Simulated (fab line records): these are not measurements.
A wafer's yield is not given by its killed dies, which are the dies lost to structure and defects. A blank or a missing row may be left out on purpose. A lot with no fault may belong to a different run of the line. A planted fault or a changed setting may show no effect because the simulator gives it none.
A lot that was struck, set against a sound lot | flow n5_finfet | 37 out of 1938 route steps
Sound: wafers L952.2, L952.4, L952.5. Wafers L954.2, L954.3, L954.6 were the ones struck. The cause comes at the end.
Per side, at each step with rows, come the tool, then ch with its chambers, and then its first start. Under that, the readings that differ: sound wafers | struck wafers | difference of the means | sigmas: that difference in standard deviations of wafers without a fault.
alike: same words and numbers on both sides, and readings whose means sit less than 2 such deviations apart. not compared: any withheld reading, any reading some wafer has no value for, any bound like >300 that may hide the same value, and any number with overlapping values for which the record gives no deviation.
A row with sigmas, a row that says differs or no value, or rows on one side alone: a step with any of these is where the two part. When numbers do not overlap yet have no deviation, they are printed without sigmas and do not part them. Lack of a reading on every wafer of one side parts them only where that side has two or more wafers.

first, 9 steps without rows for these wafers: N5_BEOL_M10_ALD_74 (deposits TaN, target thk 2 nm, pulse time 2 s, purge time 3 s); N5_BEOL_M10_SURFACE_TREAT_76; N5_BEOL_M10_CVD_75 (deposits Co from CCTBA/H2, target thk 2 nm, time 138.9 s); N5_BEOL_M10_SPUTTER_48 (material Cu, target thk 12 nm, time 2 s); N5_BEOL_M10_ECD_50 (material Cu, target thk 318 nm); N5_BEOL_M10_ANNEAL_51 (time 90 s); N5_BEOL_M10_CMP_52 (polishes, stops on SiCOH lowk, t overpolish 7 s, target thk 140 nm); N5_BEOL_M10_PRE_CLEAN_55 (time 15 s); N5_BEOL_M10_DEP_56 (deposits SiCN from 3MS/NH3, target thk 15 nm, time 26.5 s).
N5_BEOL_M11_ILD_DEP_00: deposits SiCOH lowk from DEMS/porogen, target thk 308.51 nm, time 58 s.
  sound on pecvd-03 ch 0,1,2, day 13 10:31; struck on pecvd-03 ch 0,1, day 14 05:22
  reading                                             | sound             | struck          | difference | sigmas
  run_length_s (s)                                    | 100.2 100.9 101.2 | 79.8 78.8 79.7  | -21.3      | -45
  model.SiCOH_lowk_of_BEOL_M11_ILD_DEP_00.thk_nm (nm) | 307.6 313.6 308.2 | 196.8 192 197.8 | -114.3     |
  alike: heater_power_w, showerhead_plenum_p_Torr, throttle_valve_pct
  not compared: since_wet_clean_h
then, 1 step without rows for these wafers: N5_BEOL_M11_CURE_71 (cures SiCOH lowk, time 240 s).
N5_BEOL_M11_THK_MEAS_01:
  struck on film_metro-01, day 14 05:57; sound on film_metro-02, day 13 11:07
  reading          | sound       | struck      | difference | sigmas
  M11_ILD_THK (nm) | 267 273 268 | 170 165 171 | -101       | -30
then, 23 steps without rows for these wafers: N5_BEOL_M11_PECVD_70 (deposits SiO2 from TEOS/O2, target thk 20 nm, time 22.7 s); N5_BEOL_M11_HM_DEP_02 (deposits TiN, target thk 20 nm); N5_BEOL_M11_COAT_59 (time 60 s, resist thk 100 nm); N5_BEOL_M11_COAT_60 (time 60 s, resist thk 30 nm); N5_BEOL_M11_COAT_05 (resist thk 90 nm); N5_BEOL_M11_EBR_07; N5_BEOL_M11_SOFTBAKE_06 (time 60 s); N5_BEOL_M11_EXPOSE_08 (exposes mask M11); N5_BEOL_M11_PEB_09 (peb time 60 s); N5_BEOL_M11_DEVELOP_10 (develop time 30 s); N5_BEOL_M11_DESCUM_16 (chemistry O2, time 7.9 s); N5_BEOL_M11_ETCH_61 (etches SiARC in CF4, target depth 39 nm, time 65 s); N5_BEOL_M11_ETCH_62 (etches SOC in N2/H2, target depth 110 nm, overetch 22 nm, time 165 s); N5_BEOL_M11_STRIP_68 (strips in N2/H2); N5_BEOL_M11_STRIP_67 (strips in CF4); N5_BEOL_M11_HM_OPEN_17 (chemistry Cl2/BCl3, target TiN, target depth 20 nm, overetch 6 nm); N5_BEOL_M11_STRIP_19 (strips in O2); N5_BEOL_M11_COAT_63 (time 60 s, resist thk 100 nm); N5_BEOL_M11_COAT_64 (time 60 s, resist thk 30 nm); N5_BEOL_M11_COAT_22 (resist thk 90 nm); N5_BEOL_M11_EBR_24; N5_BEOL_M11_SOFTBAKE_23 (time 60 s); N5_BEOL_M11_EXPOSE_25 (exposes mask V10).
N5_BEOL_M11_CMP_52: polishes, stops on SiCOH lowk, t overpolish 7 s, target thk 140 nm.
  sound on cmp-02 ch 0,1,2, day 13 18:41; struck on cmp-04 ch 0,1,3, day 14 10:57
  reading                                             | sound             | struck            | difference | sigmas
  model.SiCOH_lowk_of_BEOL_M11_ILD_DEP_00.thk_nm (nm) | 264.2 269.4 264.8 | 166.8 162.6 167.6 | -100.5     |
  alike: motor_current_A
N5_PASSIVATION_PROBE_49:
  rows exist in the record for the struck wafers here (prober-02, day 16 03:19), but not for the sound ones

== WHERE THEY PART ==
Last at N5_PASSIVATION_PROBE_49 as far as this record goes, first at N5_BEOL_M11_ILD_DEP_00.

WHY: what the simulator had put in
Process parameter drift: pecvd-03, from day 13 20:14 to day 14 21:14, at N5_BEOL_M11_ILD_DEP_00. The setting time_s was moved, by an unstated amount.
